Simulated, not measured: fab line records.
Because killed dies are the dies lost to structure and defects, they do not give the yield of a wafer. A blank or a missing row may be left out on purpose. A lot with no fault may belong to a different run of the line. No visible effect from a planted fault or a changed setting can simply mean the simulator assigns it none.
Which tool was responsible? :: flow n5 finfet :: 27 wafers from 9 lots sampled at 4 of the route's 1938 steps

WHAT THE GAUGES READ, wafer by wafer
The record lacks any reading of a measuring or inspecting step that a usual standard deviation could be used to judge.

EACH LOT AND THE TOOL THAT RAN IT (in order: tool; ch and the chambers of the sampled wafers; start)
lot: L175
N5_BEOL_M8_ETCH_72: rie diel-06 ch 0,1,2, day 9 18:23
N5_BEOL_M8_ETCH_66: rie diel-06 ch 0,1,2, day 9 18:26
N5_BEOL_M8_ETCH_41: rie diel-06 ch 0,1,2, no start
N5_BEOL_M8_STRIP_80: rie diel-06 ch 0,1,2, no start

lot: L178
N5_BEOL_M8_ETCH_72: rie diel-06 ch 0,1,3, day 10 01:10
N5_BEOL_M8_ETCH_66: rie diel-06 ch 0,1,3, day 10 01:13
N5_BEOL_M8_ETCH_41: rie diel-06 ch 0,1,3, no start
N5_BEOL_M8_STRIP_80: rie diel-06 ch 0,1,3, no start

lot: L183
N5_BEOL_M8_ETCH_72: rie diel-06 ch 0,2,3, day 11 15:27
N5_BEOL_M8_ETCH_66: rie diel-06 ch 0,2,3, day 11 15:29
N5_BEOL_M8_ETCH_41: rie diel-06 ch 0,2,3, no start
N5_BEOL_M8_STRIP_80: rie diel-06 ch 0,2,3, no start

lot: L185
N5_BEOL_M8_ETCH_72: rie diel-01 ch 0,1,2, day 11 22:44
N5_BEOL_M8_ETCH_66: rie diel-01 ch 0,1,2, day 11 22:46
N5_BEOL_M8_ETCH_41: rie diel-01 ch 0,1,2, no start
N5_BEOL_M8_STRIP_80: rie diel-01 ch 0,1,2, no start

lot: L186
N5_BEOL_M8_ETCH_72: rie diel-06 ch 0,2,3, day 12 02:59
N5_BEOL_M8_ETCH_66: rie diel-06 ch 0,2,3, day 12 03:02
N5_BEOL_M8_ETCH_41: rie diel-06 ch 0,2,3, no start
N5_BEOL_M8_STRIP_80: rie diel-06 ch 0,2,3, no start

lot: L193
N5_BEOL_M8_ETCH_72: rie diel-06 ch 2,3, day 13 13:07
N5_BEOL_M8_ETCH_66: rie diel-06 ch 2,3, day 13 13:10
N5_BEOL_M8_ETCH_41: rie diel-06 ch 2,3, no start
N5_BEOL_M8_STRIP_80: rie diel-06 ch 2,3, no start

lot: L194
N5_BEOL_M8_ETCH_72: rie diel-06 ch 1,2,3, day 14 09:46
N5_BEOL_M8_ETCH_66: rie diel-06 ch 1,2,3, day 14 09:49
N5_BEOL_M8_ETCH_41: rie diel-06 ch 1,2,3, no start
N5_BEOL_M8_STRIP_80: rie diel-06 ch 1,2,3, no start

lot: L196
N5_BEOL_M8_ETCH_72: rie diel-01 ch 0,1, day 14 20:44
N5_BEOL_M8_ETCH_66: rie diel-01 ch 0,1, day 14 20:47
N5_BEOL_M8_ETCH_41: rie diel-01 ch 0,1, no start
N5_BEOL_M8_STRIP_80: rie diel-01 ch 0,1, no start

lot: L197
N5_BEOL_M8_ETCH_72: rie diel-01 ch 0,1,3, day 15 01:42
N5_BEOL_M8_ETCH_66: rie diel-01 ch 0,1,3, day 15 01:44
N5_BEOL_M8_ETCH_41: rie diel-01 ch 0,1,3, no start
N5_BEOL_M8_STRIP_80: rie diel-01 ch 0,1,3, no start
- N5_BEOL_M8_ETCH_72: etches underlayer in N2/H2, target depth 6.5 nm, time 5.2 s.
- N5_BEOL_M8_ETCH_66: etches SOC in N2/H2, target depth 80 nm, overetch 16 nm, time 120 s.
- N5_BEOL_M8_ETCH_41: etches SiCN in CH3F/O2, target depth 31.9 nm, time 57.8 s.
- N5_BEOL_M8_STRIP_80: strips in N2/H2, time 10 s.

AS READ BY THE TOOLS THEMSELVES (means over the sampled wafers that have a number; for cases with no such wafer, the mark the record gives instead)
N5_BEOL_M8_ETCH_72. Usual: drypump motor current A 5.5 A, standard deviation 0.52; etch rf on time s 5.19 s, standard deviation 0.13; oes product au 0.67 a.u., standard deviation 0.067; rf fwd power W 819.6 W, standard deviation 2.6; rf vpp V 523.7 V, standard deviation 2.8; showerhead plenum p Torr 2.54 Torr, standard deviation 0.092; throttle valve pct 17.89 %, standard deviation 0.26.
lot: L175
tool: rie diel-06
drypump motor current A (A): 5.2
etch rf on time s (s): 5.16
oes product au (a.u.): 0.65
rf fwd power W (W): 819.9
rf vpp V (V): 522.5
showerhead plenum p Torr (Torr): 2.55
throttle valve pct (%): 18.03
flag: 

lot: L178
tool: rie diel-06
drypump motor current A (A): 5.1
etch rf on time s (s): 5.24
oes product au (a.u.): 0.65
rf fwd power W (W): 818.2
rf vpp V (V): 522.8
showerhead plenum p Torr (Torr): 2.55
throttle valve pct (%): 17.91
flag: 

lot: L183
tool: rie diel-06
drypump motor current A (A): 5.1
etch rf on time s (s): 5.26
oes product au (a.u.): 0.64
rf fwd power W (W): 820.9
rf vpp V (V): 521.7
showerhead plenum p Torr (Torr): 2.52
throttle valve pct (%): 18.04
flag: 

lot: L185
tool: rie diel-01
drypump motor current A (A): 5.5
etch rf on time s (s): 5.22
oes product au (a.u.): 0.67
rf fwd power W (W): 820.3
rf vpp V (V): 524.4
showerhead plenum p Torr (Torr): 2.54
throttle valve pct (%): 18.00
flag: 

lot: L186
tool: rie diel-06
drypump motor current A (A): 5.0
etch rf on time s (s): 5.21
oes product au (a.u.): 0.64
rf fwd power W (W): 822.7
rf vpp V (V): 522.1
showerhead plenum p Torr (Torr): 2.51
throttle valve pct (%): 18.07
flag: 

lot: L193
tool: rie diel-06
drypump motor current A (A): 5.0
etch rf on time s (s): 5.24
oes product au (a.u.): 0.65
rf fwd power W (W): 819.4
rf vpp V (V): 520.8
showerhead plenum p Torr (Torr): 2.46
throttle valve pct (%): 17.91
flag: 

lot: L194
tool: rie diel-06
drypump motor current A (A): 5.2
etch rf on time s (s): 5.14
oes product au (a.u.): 0.65
rf fwd power W (W): 819.2
rf vpp V (V): 521.5
showerhead plenum p Torr (Torr): 2.48
throttle valve pct (%): 17.93
flag: 

lot: L196
tool: rie diel-01
drypump motor current A (A): 5.7
etch rf on time s (s): 5.05
oes product au (a.u.): 0.80
rf fwd power W (W): 818.5
rf vpp V (V): 521.7
showerhead plenum p Torr (Torr): 2.48
throttle valve pct (%): 17.71
flag: 

lot: L197
tool: rie diel-01
drypump motor current A (A): 6.0
etch rf on time s (s): 5.06
oes product au (a.u.): 0.75
rf fwd power W (W): 819.2
rf vpp V (V): 524.1
showerhead plenum p Torr (Torr): 2.54
throttle valve pct (%): 17.70
flag: 

N5_BEOL_M8_ETCH_66. Usual: drypump motor current A 5.5 A, standard deviation 0.52; oes product au 0.60 a.u., standard deviation 0.057; rf fwd power W 835 W, standard deviation 3.1; rf vpp V 523.8 V, standard deviation 2.7; showerhead plenum p Torr 2.54 Torr, standard deviation 0.092; throttle valve pct 17.85 %, standard deviation 0.25.
lot: L175
tool: rie diel-06
drypump motor current A (A): 5.2
oes product au (a.u.): 0.59
rf fwd power W (W): 835
rf vpp V (V): 523.7
showerhead plenum p Torr (Torr): 2.55
throttle valve pct (%): 17.98
flag: 

lot: L178
tool: rie diel-06
drypump motor current A (A): 5.1
oes product au (a.u.): 0.59
rf fwd power W (W): 833
rf vpp V (V): 523.8
showerhead plenum p Torr (Torr): 2.55
throttle valve pct (%): 17.87
flag: 

lot: L183
tool: rie diel-06
drypump motor current A (A): 5.0
oes product au (a.u.): 0.58
rf fwd power W (W): 837
rf vpp V (V): 523.5
showerhead plenum p Torr (Torr): 2.52
throttle valve pct (%): 18.00
flag: 

lot: L185
tool: rie diel-01
drypump motor current A (A): 5.5
oes product au (a.u.): 0.60
rf fwd power W (W): 835
rf vpp V (V): 523.7
showerhead plenum p Torr (Torr): 2.54
throttle valve pct (%): 17.97
flag: 

lot: L186
tool: rie diel-06
drypump motor current A (A): 5.1
oes product au (a.u.): 0.58
rf fwd power W (W): 834
rf vpp V (V): 523.0
showerhead plenum p Torr (Torr): 2.51
throttle valve pct (%): 18.02
flag: 

lot: L193
tool: rie diel-06
drypump motor current A (A): 5.0
oes product au (a.u.): 0.59
rf fwd power W (W): 1037
rf vpp V (V): 485.4
showerhead plenum p Torr (Torr): 2.46
throttle valve pct (%): 17.87
flag: OFF

lot: L194
tool: rie diel-06
drypump motor current A (A): 5.2
oes product au (a.u.): 0.58
rf fwd power W (W): 1037
rf vpp V (V): 485.5
showerhead plenum p Torr (Torr): 2.48
throttle valve pct (%): 17.89
flag: OFF

lot: L196
tool: rie diel-01
drypump motor current A (A): 5.7
oes product au (a.u.): 0.71
rf fwd power W (W): 839
rf vpp V (V): 523.1
showerhead plenum p Torr (Torr): 2.48
throttle valve pct (%): 17.66
flag: 

lot: L197
tool: rie diel-01
drypump motor current A (A): 5.9
oes product au (a.u.): 0.66
rf fwd power W (W): 837
rf vpp V (V): 524.0
showerhead plenum p Torr (Torr): 2.54
throttle valve pct (%): 17.66
flag: 

N5_BEOL_M8_ETCH_41. Usual: drypump motor current A 5.5 A, standard deviation 0.52; oes product au 0.78 a.u., standard deviation 0.079; rf fwd power W 390.8 W, standard deviation 1.6; rf vpp V 297.2 V, standard deviation 1.6; showerhead plenum p Torr 2.00 Torr, standard deviation 0.07; throttle valve pct 16.33 %, standard deviation 0.24.
lot: L175
tool: rie diel-06
drypump motor current A (A): 5.2
oes product au (a.u.): 0.76
rf fwd power W (W): 392.5
rf vpp V (V): 296.8
showerhead plenum p Torr (Torr): 2.00
throttle valve pct (%): 16.44
flag: 

lot: L178
tool: rie diel-06
drypump motor current A (A): 5.1
oes product au (a.u.): 0.77
rf fwd power W (W): 391.2
rf vpp V (V): 298.0
showerhead plenum p Torr (Torr): 2.00
throttle valve pct (%): 16.29
flag: 

lot: L183
tool: rie diel-06
drypump motor current A (A): 5.1
oes product au (a.u.): 0.75
rf fwd power W (W): 390.6
rf vpp V (V): 296.7
showerhead plenum p Torr (Torr): 1.96
throttle valve pct (%): 16.32
flag: 

lot: L185
tool: rie diel-01
drypump motor current A (A): 5.5
oes product au (a.u.): 0.78
rf fwd power W (W): 391.7
rf vpp V (V): 298.2
showerhead plenum p Torr (Torr): 2.01
throttle valve pct (%): 16.46
flag: 

lot: L186
tool: rie diel-06
drypump motor current A (A): 5.0
oes product au (a.u.): 0.75
rf fwd power W (W): 391.9
rf vpp V (V): 297.1
showerhead plenum p Torr (Torr): 1.96
throttle valve pct (%): 16.34
flag: 

lot: L193
tool: rie diel-06
drypump motor current A (A): 5.0
oes product au (a.u.): 0.76
rf fwd power W (W): 389.9
rf vpp V (V): 295.7
showerhead plenum p Torr (Torr): 1.92
throttle valve pct (%): 16.16
flag: 

lot: L194
tool: rie diel-06
drypump motor current A (A): 5.2
oes product au (a.u.): 0.76
rf fwd power W (W): 390.7
rf vpp V (V): 296.3
showerhead plenum p Torr (Torr): 1.94
throttle valve pct (%): 16.30
flag: 

lot: L196
tool: rie diel-01
drypump motor current A (A): 5.6
oes product au (a.u.): 0.94
rf fwd power W (W): 392.0
rf vpp V (V): 297.7
showerhead plenum p Torr (Torr): 1.95
throttle valve pct (%): 16.15
flag: 

lot: L197
tool: rie diel-01
drypump motor current A (A): 5.9
oes product au (a.u.): 0.88
rf fwd power W (W): 391.4
rf vpp V (V): 296.6
showerhead plenum p Torr (Torr): 2.00
throttle valve pct (%): 16.14
flag: 

N5_BEOL_M8_STRIP_80. Usual: drypump motor current A 5.5 A, standard deviation 0.52; oes product au 0.79 a.u., standard deviation 0.08; rf vpp V 59.4 V, standard deviation 0.84; showerhead plenum p Torr 2.53 Torr, standard deviation 0.092; throttle valve pct 23.73 %, standard deviation 0.29.
lot: L175
tool: rie diel-06
drypump motor current A (A): 5.3
oes product au (a.u.): 0.77
rf vpp V (V): 59.1
showerhead plenum p Torr (Torr): 2.54
throttle valve pct (%): 23.88
flag: 

lot: L178
tool: rie diel-06
drypump motor current A (A): 5.1
oes product au (a.u.): 0.77
rf vpp V (V): 59.6
showerhead plenum p Torr (Torr): 2.55
throttle valve pct (%): 23.84
flag: 

lot: L183
tool: rie diel-06
drypump motor current A (A): 5.1
oes product au (a.u.): 0.75
rf vpp V (V): 59.3
showerhead plenum p Torr (Torr): 2.51
throttle valve pct (%): 23.99
flag: 

lot: L185
tool: rie diel-01
drypump motor current A (A): 5.5
oes product au (a.u.): 0.78
rf vpp V (V): 59.4
showerhead plenum p Torr (Torr): 2.54
throttle valve pct (%): 23.80
flag: 

lot: L186
tool: rie diel-06
drypump motor current A (A): 5.0
oes product au (a.u.): 0.75
rf vpp V (V): 59.5
showerhead plenum p Torr (Torr): 2.51
throttle valve pct (%): 23.99
flag: 

lot: L193
tool: rie diel-06
drypump motor current A (A): 5.0
oes product au (a.u.): 0.77
rf vpp V (V): 59.1
showerhead plenum p Torr (Torr): 2.45
throttle valve pct (%): 23.89
flag: 

lot: L194
tool: rie diel-06
drypump motor current A (A): 5.2
oes product au (a.u.): 0.76
rf vpp V (V): 58.5
showerhead plenum p Torr (Torr): 2.47
throttle valve pct (%): 23.81
flag: 

lot: L196
tool: rie diel-01
drypump motor current A (A): 5.7
oes product au (a.u.): 0.95
rf vpp V (V): 58.7
showerhead plenum p Torr (Torr): 2.48
throttle valve pct (%): 23.55
flag: 

lot: L197
tool: rie diel-01
drypump motor current A (A): 6.0
oes product au (a.u.): 0.88
rf vpp V (V): 59.9
showerhead plenum p Torr (Torr): 2.54
throttle valve pct (%): 23.54
flag: 

THE ANSWER, worked out from the rows above alone
Rule: a lot counts as off when the mean over its wafers that have a number is more than 3 standard deviations away from the usual mean. Also off: a lot with no number at a reading for which 4 or more lots have one. All remaining lots with rows at the step are treated as sound. First the gauges in route order, then the tools' own readings, where a lot's mean is used as printed above. The first step at which some lot is off is used, and at that step the reading that is off furthest; a lot without a number counts as furthest.
Off at N5_BEOL_M8_ETCH_66 (rf fwd power W): L193, L194.
If a tool, at that step or one of the process steps before it, ran each lot that is off and ran no sound lot following the first of them, it fits. One fits: N5_BEOL_M8_ETCH_72 and N5_BEOL_M8_ETCH_66 on rie diel-06. At N5_BEOL_M8_ETCH_72 its last sound lot is L186 (day 12 02:59), its first lot that is off L193 (day 13 13:07): a fault that began between those two fits.

WHAT HAD BEEN PUT IN BY THE SIMULATOR
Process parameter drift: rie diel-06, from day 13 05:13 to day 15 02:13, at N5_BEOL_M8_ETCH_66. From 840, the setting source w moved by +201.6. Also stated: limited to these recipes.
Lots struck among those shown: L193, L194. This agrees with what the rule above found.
